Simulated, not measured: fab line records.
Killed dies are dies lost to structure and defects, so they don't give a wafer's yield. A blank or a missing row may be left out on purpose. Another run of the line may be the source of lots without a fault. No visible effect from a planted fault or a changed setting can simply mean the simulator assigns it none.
What tool caused it? -- flow n5Finfet -- 72 wafers from 24 lots sampled at 5 of the route's 1938 steps

== WHAT EACH GAUGE READ, for each wafer ==
N5_BEOL_M11_OCD_MEAS_38.
lot,measured,on,trenchDepthNm (nm)
L075,day 11 05:55,ocd-01,151 149 150
L074,day 11 15:06,ocd-01,148 149 144
L076,day 11 21:04,ocd-01,148 151 149
L080,day 12 10:26,ocd-01,147 147 142
L078,day 12 14:26,ocd-02,148 144 143
L077,day 12 15:01,ocd-02,149 145 150
L079,day 12 23:05,ocd-01,150 143 149
L081,day 13 15:29,ocd-02,144 147 148
L082,day 13 16:52,ocd-01,149 148 148
L083,day 14 08:28,ocd-02,144 153 146
L084,day 14 10:51,ocd-02,147 143 149
L085,day 15 03:22,ocd-01,149 151 148
L086,day 15 03:24,ocd-02,150 148 144
L088,day 15 11:21,ocd-02,150 148 150
L089,day 15 20:10,ocd-01,148 150 149
L087,day 15 20:59,ocd-01,149 142 150
L093,day 16 01:10,ocd-01,151 147 147
L091,day 16 09:48,ocd-02,152 151 150
L090,day 16 13:22,ocd-01,149 150 149
L094,day 16 19:55,ocd-01,150 146 140
L092,day 16 20:06,ocd-02,153 151 150
L095,day 16 20:27,ocd-02,149 153 152
L096,day 17 22:29,ocd-02,147 147 151
L097,day 18 17:50,ocd-01,147 151 147

N5_BEOL_M11_CD_MEAS_35: the cd target is 70 nm.
lot,measured,on,cdNm (nm)
L075,day 11 06:04,cdSem-01,70.3 70.3 68.4
L074,day 11 15:15,cdSem-03,70.3 69.4 69.9
L076,day 11 21:14,cdSem-03,68.4 68.4 70.7
L080,day 12 10:35,cdSem-02,70.5 70.2 70.8
L078,day 12 14:35,cdSem-02,69.9 69.5 69.8
L077,day 12 15:10,cdSem-01,70.4 70.3 70.6
L079,day 12 23:14,cdSem-01,69.5 69.7 69.9
L081,day 13 15:38,cdSem-01,71.0 71.7 71.3
L082,day 13 17:01,cdSem-02,69.6 69.7 69.5
L083,day 14 08:37,cdSem-02,68.8 68.5 70.5
L084,day 14 11:00,cdSem-01,70.4 68.9 69.0
L085,day 15 03:31,cdSem-01,69.4 70.0 70.7
L086,day 15 03:34,cdSem-03,70.1 70.5 70.0
L088,day 15 11:31,cdSem-02,69.4 69.4 70.3
L089,day 15 20:19,cdSem-02,71.0 70.8 70.6
L087,day 15 21:09,cdSem-01,69.9 69.2 69.7
L093,day 16 01:19,cdSem-02,69.6 69.0 69.6
L091,day 16 09:58,cdSem-01,70.1 70.2 70.8
L090,day 16 13:31,cdSem-02,70.5 69.2 69.7
L094,day 16 20:05,cdSem-03,70.8 70.9 70.3
L092,day 16 20:15,cdSem-03,68.6 69.8 69.1
L095,day 16 20:36,cdSem-01,69.9 70.2 70.0
L096,day 17 22:38,cdSem-01,70.9 70.3 70.3
L097,day 18 18:00,cdSem-02,70.2 70.2 69.1

N5_BEOL_M12_CD_MEAS_10: the cd target is 140 nm.
lot,measured,on,cdNm (nm)
L075,day 11 10:54,cdSem-03,140.4 139.1 140.0
L074,day 11 18:04,cdSem-03,138.9 138.9 137.4
L076,day 12 01:47,cdSem-01,139.6 140.0 138.7
L080,day 12 14:05,cdSem-01,139.3 138.4 140.3
L078,day 12 18:03,cdSem-02,141.4 143.1 141.8
L077,day 12 19:32,cdSem-01,137.1 135.3 137.9
L079,day 13 02:59,cdSem-01,137.2 139.3 138.3
L081,day 13 19:39,cdSem-01,137.6 138.1 139.8
L082,day 13 20:59,cdSem-01,139.6 138.7 139.1
L083,day 14 12:01,cdSem-01,140.2 137.1 138.7
L084,day 14 14:03,cdSem-01,138.4 140.9 140.9
L085,day 15 07:54,cdSem-02,139.2 137.7 137.3
L086,day 15 07:40,cdSem-01,141.5 140.7 139.1
L088,day 15 15:19,cdSem-03,141.2 142.3 142.6
L089,day 15 22:54,cdSem-03,140.3 138.7 141.2
L087,day 16 01:31,cdSem-02,137.1 141.0 136.4
L093,day 16 04:23,cdSem-01,142.5 142.0 141.8
L091,day 16 12:55,cdSem-02,142.4 142.1 142.9
L090,day 16 17:09,cdSem-03,141.3 143.1 137.0
L094,day 17 00:05,cdSem-01,139.9 141.1 138.9
L092,day 16 23:47,cdSem-03,139.9 139.6 138.4
L095,day 17 00:38,cdSem-02,139.1 140.0 139.4
L096,day 18 01:37,cdSem-01,140.6 140.3 140.1
L097,day 18 20:50,cdSem-02,139.9 137.6 140.8

N5_BEOL_M12_CD_MEAS_28: the cd target is 160.2 nm.
lot,measured,on,cdNm (nm)
L075,day 11 11:56,cdSem-03,158.7 156.0 159.9
L074,day 11 19:07,cdSem-01,159.3 157.9 161.1
L076,day 12 02:49,cdSem-02,159.9 158.0 159.8
L080,day 12 15:09,cdSem-02,161.8 163.7 162.2
L078,day 12 19:07,cdSem-01,158.3 162.7 161.7
L077,day 12 20:39,cdSem-01,161.6 160.6 162.0
L079,day 13 04:01,cdSem-02,159.6 158.4 160.0
L081,day 13 20:43,cdSem-01,160.3 160.3 160.5
L082,day 13 22:02,cdSem-01,158.1 161.9 160.0
L083,day 14 13:03,cdSem-02,163.0 161.1 162.1
L084,day 14 15:22,cdSem-02,161.6 160.4 159.6
L085,day 15 08:50,cdSem-02,161.0 159.5 161.6
L086,day 15 08:41,cdSem-03,162.3 160.9 160.8
L088,day 15 16:13,cdSem-03,160.6 160.8 160.0
L089,day 15 23:58,cdSem-01,159.9 161.1 159.6
L087,day 16 02:44,cdSem-01,158.7 159.9 160.1
L093,day 16 05:32,cdSem-01,158.3 160.1 159.2
L091,day 16 13:49,cdSem-02,160.2 161.3 159.0
L090,day 16 18:09,cdSem-02,160.5 157.3 161.4
L094,day 17 01:08,cdSem-03,161.2 163.9 159.4
L092,day 17 00:50,cdSem-01,159.6 162.3 162.0
L095,day 17 01:35,cdSem-02,160.1 159.4 159.6
L096,day 18 02:39,cdSem-02,157.7 160.3 157.5
L097,day 18 21:52,cdSem-02,159.2 160.0 161.6

== TOOL THAT RAN EACH LOT (tool first, then ch and the chambers of the sampled wafers, then the start) ==
lot,N5_BEOL_M11_DEP_56
L075,"pecvd-01 ch 0,1,2, day 11 10:10"
L074,"pecvd-04 ch 0,2, day 11 17:31"
L076,"pecvd-03 ch 0,1,2, day 12 01:07"
L080,"pecvd-03 ch 0,1, day 12 13:24"
L078,"pecvd-01 ch 1,2, day 12 17:22"
L077,"pecvd-04 ch 0,1, day 12 18:50"
L079,"pecvd-04 ch 1,2, day 13 02:26"
L081,"pecvd-04 ch 0,1, day 13 18:58"
L082,"pecvd-01 ch 1,2, day 13 20:26"
L083,"pecvd-04 ch 0,2, day 14 11:19"
L084,"pecvd-01 ch 0,1, day 14 13:19"
L085,"pecvd-04 ch 0,1, day 15 07:13"
L086,"pecvd-01 ch 1,2, day 15 07:06"
L088,"pecvd-03 ch 0,2, day 15 14:45"
L089,"pecvd-04 ch 1,2, day 15 22:13"
L087,"pecvd-03 ch 0,1,2, day 16 00:50"
L093,"pecvd-03 ch 0,2, day 16 03:42"
L091,"pecvd-03 ch 1,2, day 16 12:21"
L090,"pecvd-04 ch 0,1,2, day 16 16:36"
L094,"pecvd-03 ch 1,2, day 16 23:28"
L092,"pecvd-01 ch 0,1,2, day 16 23:14"
L095,"pecvd-01 ch 0,1, day 17 00:03"
L096,"pecvd-03 ch 0,1,2, day 18 00:56"
L097,"pecvd-03 ch 0,1, day 18 20:16"
- N5_BEOL_M11_DEP_56: deposits SiCN from 3MS/NH3, target thk 30 nm, time 10.5 s.

== WHAT THE TOOLS THEMSELVES READ (means of the sampled wafers that have a number; where no wafer has one, the mark that the record gives instead) ==
N5_BEOL_M11_DEP_56.
lot,tool,showerheadPlenumPTorr (Torr),throttleValvePct (%)
L075,pecvd-01,4.17,17.6
L074,pecvd-04,4.19,17.9
L076,pecvd-03,4.13,17.5
L080,pecvd-03,4.15,17.6
L078,pecvd-01,4.14,17.9
L077,pecvd-04,4.16,18.6
L079,pecvd-04,4.17,17.7
L081,pecvd-04,4.18,18.9
L082,pecvd-01,4.14,18.1
L083,pecvd-04,4.19,18.0
L084,pecvd-01,4.16,17.9
L085,pecvd-04,4.17,18.8
L086,pecvd-01,4.14,18.4
L088,pecvd-03,4.12,17.7
L089,pecvd-04,4.16,18.1
L087,pecvd-03,4.13,17.8
L093,pecvd-03,4.12,17.7
L091,pecvd-03,4.14,17.9
L090,pecvd-04,4.18,18.5
L094,pecvd-03,4.13,17.8
L092,pecvd-01,4.15,17.4
L095,pecvd-01,4.16,17.7
L096,pecvd-03,4.13,18.0
L097,pecvd-03,4.15,17.7

== THE ANSWER, worked out from the rows above alone ==
Rule: the usual values come from the lots themselves. Put in order of their means at a reading, lots are off if they are a third of the lots or fewer, leave a main group of 4 or more, and stand apart from it by a gap of 3 or more times the standard deviation of the main group's means; of several such gaps the widest counts. Not used: any main group whose means are identical at the precision the tables above print for the reading. Also off: a lot with no number at a reading for which 4 or more lots have one. Where the step has rows for the other lots, those lots are counted as sound. After the gauges, taken in route order, come the tools' own readings; for these a lot's mean is taken, as printed above. The first step at which some lot is off is used, and at that step the reading that is off furthest; a lot without a number counts as furthest.
Nothing can be told from this: no lot is off at any reading shown.

== WHAT THE SIMULATOR PUT IN ==
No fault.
